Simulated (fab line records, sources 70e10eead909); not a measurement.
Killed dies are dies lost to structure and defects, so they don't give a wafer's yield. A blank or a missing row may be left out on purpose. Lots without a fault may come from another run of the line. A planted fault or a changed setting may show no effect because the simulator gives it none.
Chamber matching | flow nand_harc | NHARC_A_CONTACT_DESCUM_13 on rie_diel-10: 4 sister chambers
The step chemistry O2, time 3 s. 51 wafers are shown with their chamber, then 12 later ones without.

WAFERS WITH THEIR CHAMBER
wafer  | chamber | showerhead_plenum_p_Torr (Torr) | drypump_motor_current_A (A) | rf_vpp_V (V)
L074.4 | 2       | 1.77                            | 5.89                        | 56.3
L074.5 | 2       | 1.77                            | 5.88                        | 56.7
L074.6 | 1       | 1.97                            | 5.63                        | 58.7
L076.1 | 1       | 1.97                            | 5.67                        | 59.0
L076.2 | 2       | 1.77                            | 5.88                        | 57.8
L076.6 | 1       | 1.97                            | 5.63                        | 59.3
L075.3 | 3       | 1.82                            | 5.80                        | 55.6
L075.4 | 0       | 1.81                            | 5.63                        | 56.2
L075.6 | 2       | 1.77                            | 5.88                        | 57.5
L077.3 | 3       | 1.82                            | 5.79                        | 57.5
L077.5 | 1       | 1.97                            | 5.64                        | 57.1
L077.6 | 2       | 1.77                            | 5.86                        | 57.0
L078.3 | 1       | 1.97                            | 5.62                        | 58.8
L078.4 | 2       | 1.77                            | 5.88                        | 56.6
L078.5 | 0       | 1.81                            | 5.63                        | 56.9
L079.2 | 2       | 1.77                            | 5.87                        | 57.7
L079.4 | 3       | 1.82                            | 5.81                        | 58.1
L079.5 | 1       | 1.97                            | 5.63                        | 58.4
L080.1 | 0       | 1.80                            | 5.66                        | 56.6
L080.2 | 2       | 1.77                            | 5.89                        | 58.1
L080.3 | 1       | 1.97                            | 5.60                        | 57.8
L082.3 | 0       | 1.80                            | 5.61                        | 58.0
L082.4 | 3       | 1.82                            | 5.84                        | 58.1
L082.5 | 1       | 1.97                            | 5.62                        | 58.7
L081.1 | 1       | 1.97                            | 5.60                        | 57.7
L081.3 | 0       | 1.80                            | 5.59                        | 56.3
L081.5 | 2       | 1.77                            | 5.89                        | 57.1
L085.2 | 0       | 1.80                            | 5.64                        | 57.7
L085.5 | 0       | 1.80                            | 5.56                        | 59.0
L085.6 | 3       | 1.82                            | 5.82                        | 57.9
L084.2 | 2       | 1.77                            | 5.84                        | 58.9
L084.4 | 3       | 1.82                            | 5.82                        | 56.6
L084.6 | 0       | 1.80                            | 5.59                        | 56.7
L083.3 | 3       | 1.82                            | 5.81                        | 57.4
L083.4 | 1       | 1.97                            | 5.61                        | 58.8
L083.6 | 1       | 1.97                            | 5.61                        | 57.9
L086.1 | 1       | 1.97                            | 5.60                        | 58.8
L086.2 | 2       | 1.77                            | 5.91                        | 58.2
L086.4 | 0       | 1.80                            | 5.59                        | 57.1
L087.3 | 0       | 1.80                            | 5.61                        | 58.5
L087.5 | 3       | 1.81                            | 5.80                        | 56.3
L087.6 | 2       | 1.77                            | 5.89                        | 57.5
L090.3 | 3       | 1.81                            | 5.79                        | 58.0
L090.4 | 1       | 1.96                            | 5.63                        | 57.6
L090.6 | 1       | 1.96                            | 5.63                        | 57.4
L089.1 | 0       | 1.80                            | 5.65                        | 57.4
L089.3 | 2       | 1.77                            | 5.88                        | 57.8
L089.5 | 2       | 1.77                            | 5.87                        | 56.5
L088.3 | 1       | 1.96                            | 5.62                        | 58.0
L088.4 | 0       | 1.80                            | 5.65                        | 56.3
L088.5 | 0       | 1.80                            | 5.63                        | 56.0

SIGNATURES (means of the wafers above)
reading                  | chamber 0 | chamber 1 | chamber 2 | chamber 3 | scatter within a chamber
showerhead_plenum_p_Torr | 1.8015    | 1.9680    | 1.7700    | 1.8178    | 0.00347
drypump_motor_current_A  | 5.6185    | 5.6227    | 5.8793    | 5.8089    | 0.0211
rf_vpp_V                 | 57.131    | 58.267    | 57.407    | 57.278    | 0.805
Rule: a wafer's distance from a chamber is the root of the sum, over the readings, of the square of ((its reading less the chamber's mean) divided by the reading's scatter). The wafer belongs to the nearest chamber; if the next one is less than 2 further off, it can't be placed. The scatter: the root of (the sum of the squares of (reading less its chamber's mean) over the shown wafers, divided by (wafers less chambers)).

WAFERS WITHOUT THEIR CHAMBER
wafer  | showerhead_plenum_p_Torr (Torr) | drypump_motor_current_A (A) | rf_vpp_V (V)
L093.4 | 1.96                            | 5.61                        | 57.5
L093.5 | 1.80                            | 5.63                        | 58.4
L093.6 | 1.76                            | 5.87                        | 57.5
L095.1 | 1.81                            | 5.82                        | 57.0
L095.4 | 1.80                            | 5.61                        | 56.2
L095.6 | 1.81                            | 5.82                        | 57.7
L096.2 | 1.76                            | 5.87                        | 58.4
L096.5 | 1.80                            | 5.63                        | 54.5
L096.6 | 1.81                            | 5.80                        | 57.0
L097.2 | 1.81                            | 5.81                        | 57.1
L097.3 | 1.80                            | 5.64                        | 58.4
L097.5 | 1.96                            | 5.62                        | 59.4

WHICH CHAMBER EACH WENT THROUGH
wafer  | from the rows above | in truth
L093.4 | 1                   | 1
L093.5 | 0                   | 0
L093.6 | 2                   | 2
L095.1 | 3                   | 3
L095.4 | 0                   | 0
L095.6 | 3                   | 3
L096.2 | 2                   | 2
L096.5 | 0                   | 0
L096.6 | 3                   | 3
L097.2 | 3                   | 3
L097.3 | 0                   | 0
L097.5 | 1                   | 1
Placed correctly: 12 of 12. Can't be placed from these rows: 0. Placed wrongly: 0.
